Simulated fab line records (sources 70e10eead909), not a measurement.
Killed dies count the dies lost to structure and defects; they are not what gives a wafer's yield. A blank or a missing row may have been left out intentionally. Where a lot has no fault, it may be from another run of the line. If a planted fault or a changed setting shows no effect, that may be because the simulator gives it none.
Check of tool commonality + flow nand harc + Sampled: 11 lots, 33 wafers

WHY IT WAS OPENED
Flagged at NHARC_P_ZERO_WELL_CD_MEAS_52: reading cd nm, on 1 of 11 lots. Wafers without a fault read 1998.8 nm, standard deviation 1.3.
Rule: flag the lot when none of its wafers has a number, or when each of its wafers that has one lies beyond 4 standard deviations from that mean. The other lots count as sound.

| lot  | measured     | on        | cd nm (nm), wafer by wafer | flag    |
|------|--------------|-----------|----------------------------|---------|
| L123 | day 2 21:31  | cd sem-02 | 1998.5 1999.3 1997.8       |         |
| L124 | day 3 07:41  | cd sem-02 | 1999.3 1997.4 1997.8       |         |
| L129 | day 5 09:38  | cd sem-01 | 1997.5 1999.1 2000.8       |         |
| L130 | day 5 19:37  | cd sem-03 | 1996.7 1997.2 1995.4       |         |
| L131 | day 6 05:29  | cd sem-03 | 1997.7 1999.2 1997.3       |         |
| L133 | day 7 01:45  | cd sem-01 | 1997.4 1998.0 1997.9       |         |
| L135 | day 7 21:38  | cd sem-02 | 1929.1 1926.5 1929.9       | FLAGGED |
| L140 | day 9 23:57  | cd sem-01 | 1997.7 1999.5 2000.8       |         |
| L142 | day 10 19:39 | cd sem-01 | 1996.9 1997.6 1998.0       |         |
| L143 | day 11 05:49 | cd sem-02 | 2000.3 1999.0 1996.9       |         |
| L144 | day 11 15:49 | cd sem-03 | 1997.3 2000.1 1998.8       |         |
The mean of the flagged lots' numbers is 1928.5 nm, -70.3 nm from the usual (-54 standard deviations).

WHICH TOOL EACH LOT WENT THROUGH
The record keeps 1 process step preceding the reading, out of 1302 steps on the route. In each cell: the tool, then ch and the chambers that the sampled wafers went through, then the start.
| lot  | flag    | NHARC_P_ZERO_WELL_EXPOSE_49       |
|------|---------|-----------------------------------|
| L123 |         | krf scanner-03 ch 0, day 2 21:22  |
| L124 |         | krf scanner-02 ch 0, day 3 07:32  |
| L129 |         | krf scanner-04 ch 0, day 5 09:29  |
| L130 |         | krf scanner-04 ch 0, day 5 19:28  |
| L131 |         | krf scanner-02 ch 0, day 6 05:20  |
| L133 |         | krf scanner-02 ch 0, day 7 01:35  |
| L135 | FLAGGED | krf scanner-04 ch 0, day 7 21:29  |
| L140 |         | krf scanner-03 ch 0, day 9 23:48  |
| L142 |         | krf scanner-02 ch 0, day 10 19:30 |
| L143 |         | krf scanner-03 ch 0, day 11 05:40 |
| L144 |         | krf scanner-04 ch 0, day 11 15:40 |
What is done by these steps:
- NHARC_P_ZERO_WELL_EXPOSE_49: exposes mask P HVPW, target cd 2000 nm.
- NHARC_P_ZERO_WELL_CD_MEAS_52: target cd 2000 nm.

FLAGGED AGAINST TOTAL, ONE TOOL AT A TIME (gauges that did the reading follow at the end)
| step                         | tool           | lots run | flagged | share of the flagged lots | sound lots run after its first flagged lot |
|------------------------------|----------------|----------|---------|---------------------------|--------------------------------------------|
| NHARC_P_ZERO_WELL_EXPOSE_49  | krf scanner-02 | 4        | 0       | none                      | -                                          |
| NHARC_P_ZERO_WELL_EXPOSE_49  | krf scanner-03 | 3        | 0       | none                      | -                                          |
| NHARC_P_ZERO_WELL_EXPOSE_49  | krf scanner-04 | 4        | 1       | all                       | 1 (L144)                                   |
| NHARC_P_ZERO_WELL_CD_MEAS_52 | cd sem-01      | 4        | 0       | none                      | -                                          |
| NHARC_P_ZERO_WELL_CD_MEAS_52 | cd sem-02      | 4        | 1       | all                       | 1 (L143)                                   |
| NHARC_P_ZERO_WELL_CD_MEAS_52 | cd sem-03      | 3        | 0       | none                      | -                                          |

THE TABLE: WHAT IT ALLOWS
Rows of the table that ran all the flagged lots, 2 in number: krf scanner-04 at NHARC_P_ZERO_WELL_EXPOSE_49; cd sem-02 at NHARC_P_ZERO_WELL_CD_MEAS_52.
- krf scanner-04 at NHARC_P_ZERO_WELL_EXPOSE_49 ran 4 lots, 1 of them flagged. After the first flagged lot (L144), sound lots still ran on it; a lasting fault on the whole tool would not permit that.
- cd sem-02 at NHARC_P_ZERO_WELL_CD_MEAS_52 ran 4 lots, 1 of them flagged. After the first flagged lot (L143), sound lots still ran on it; a lasting fault on the whole tool would not permit that.
Every row of the table either missed a flagged lot or ran a sound lot after the first.

WHAT THE SIMULATOR HAD PUT IN
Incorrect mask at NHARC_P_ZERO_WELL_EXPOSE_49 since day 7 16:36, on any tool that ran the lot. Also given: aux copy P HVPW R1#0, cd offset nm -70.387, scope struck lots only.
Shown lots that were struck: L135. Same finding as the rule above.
